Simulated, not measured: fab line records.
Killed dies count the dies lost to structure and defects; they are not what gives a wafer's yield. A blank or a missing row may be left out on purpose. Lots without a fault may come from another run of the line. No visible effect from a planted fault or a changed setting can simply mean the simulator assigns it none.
Struck lot and sound lot, side by side / flow nand harc / 15 steps out of a route of 1302
Sound: these wafers, L602.1, L602.2, L602.5. Struck: wafers L616.1, L616.4, L616.5. The cause comes at the end.
For every step that has rows: the tool of each side, followed by ch and its chambers, followed by its first start. Under that, the readings that differ: sound wafers / struck wafers / difference of the means / sigmas: that difference in standard deviations of wafers without a fault.
alike: a reading whose means differ by less than 2 such deviations, as well as words and numbers matching on both sides. not compared: withheld readings; readings where some wafer has no value; bounds like >300 that might hide an equal value; numbers whose values overlap and for which the record gives no deviation.
A row with sigmas, a row that says differs or no value, or rows on one side alone: a step with any of these is where the two part. When numbers do not overlap yet have no deviation, they are printed without sigmas and do not part them. A reading missing from all wafers of one side parts the sides only when that side holds two or more wafers.

first, 1 step without rows for these wafers: NHARC_P_CONTACT_DESCUM_17 (chemistry O2, time 3 s).
NHARC_P_CONTACT_ETCH_35: etches the open film in CF4, target depth 39 nm, time 65 s.
  sound on rie diel-03 ch 0,1, day 9 03:18; struck on rie diel-02 ch 1,3, day 14 12:40
  alike: drypump motor current A, oes product au, rf vpp V, showerhead plenum p Torr, throttle valve pct
  not compared: rf hours counter h
NHARC_P_CONTACT_ETCH_36: etches the open film in N2/H2, target depth 260 nm, time 406.25 s.
  sound: rie diel-03 ch 1,3; struck: rie diel-02 ch 1,2,3
  alike: drypump motor current A, oes product au, rf vpp V, showerhead plenum p Torr, throttle valve pct
  not compared: rf hours counter h
NHARC_P_CONTACT_ETCH_18: etches the open film in C4F8/O2/Ar, target depth 481 nm, time 240.5 s.
  sound: rie diel-03 ch 2,3; struck: rie diel-02 ch 0,2,3
  alike: oes product au, rf vpp V
  not compared: rf hours counter h
then, 2 steps without rows for these wafers: NHARC_P_CONTACT_STRIP_37 (strips in C4F8/O2/Ar); NHARC_P_CONTACT_ETCH_31 (etches the open film in CH3F/O2, target depth 30 nm, time 85.7 s).
NHARC_P_CONTACT_CD_MEAS_19:
  sound on cd sem-03, day 9 04:05; struck on cd sem-01, day 14 13:28
  alike: cd nm
NHARC_P_CONTACT_STRIP_28: strips in O2.
  sound on rie diel-02 ch 0,2, day 9 04:10; struck on rie diel-13 ch 2,3, day 14 13:32
reading=drypump motor current A (A); sound=5.4 5.5 5.4; struck=6.8 5.8 6.8; difference=+1.0; sigmas=+2
  alike: oes product au, rf vpp V, showerhead plenum p Torr, throttle valve pct
  not compared: rf hours counter h
then, 4 steps without rows for these wafers: NHARC_P_CONTACT_STRIP_29 (strips in post etch residue remover, time 1200 s); NHARC_P_CONTACT_DEGAS_38 (time 60 s); NHARC_P_CONTACT_PRE_CLEAN_39 (time 19.5 s); NHARC_P_CONTACT_PVD_32 (deposits Ti, target thk 5 nm, time 17.7 s).
NHARC_P_CONTACT_ALD_22: deposits TiN, target thk 3 nm, pulse time 1 s, ald cycles 150.
  sound on ald metal-04 ch 1,3, day 9 05:02; struck on ald metal-03 ch 0,1,2, day 14 14:26
reading=ald cycles; sound=150 150 150; struck=69 69 69; difference=-81; sigmas=
  alike: heater power w, precursor pulse height rel
NHARC_P_CONTACT_CVD_23: deposits W, target thk 200 nm, time 557 s.
  sound: cvd w-02 ch 0,1; struck: cvd w-01 ch 1
  alike: heater power w, mfc h2 sccm, throttle valve pct
-- break in the record here, with 18 days between the starts of the struck wafers on either side (left off in module P_CONTACT, picked up again in module END, where the first step shown is number 1302 on the route) --
NHARC_END_SORT_01:
  sound on prober-02 ch 0, day 27 09:19; struck on prober-02 ch 0, day 32 23:02
reading=hold; sound=- - -; struck=await dispo/1.0h/scrap await dispo/1.0h/scrap await dispo/1.0h/scrap; difference=no value on the sound wafers; sigmas=
reading=killed at periphery; sound=0 0 3; struck=645 641 644; difference=+642; sigmas=+99 or more
reading=killed dies; sound=40 30 29; struck=677 677 677; difference=+644; sigmas=+34
  alike: killed at array, killed at other, killed open, killed short

== WHERE THEY PART ==
At NHARC_P_CONTACT_STRIP_28 first; at NHARC_END_SORT_01 last (within this record only).

WHY: the cause the simulator had injected
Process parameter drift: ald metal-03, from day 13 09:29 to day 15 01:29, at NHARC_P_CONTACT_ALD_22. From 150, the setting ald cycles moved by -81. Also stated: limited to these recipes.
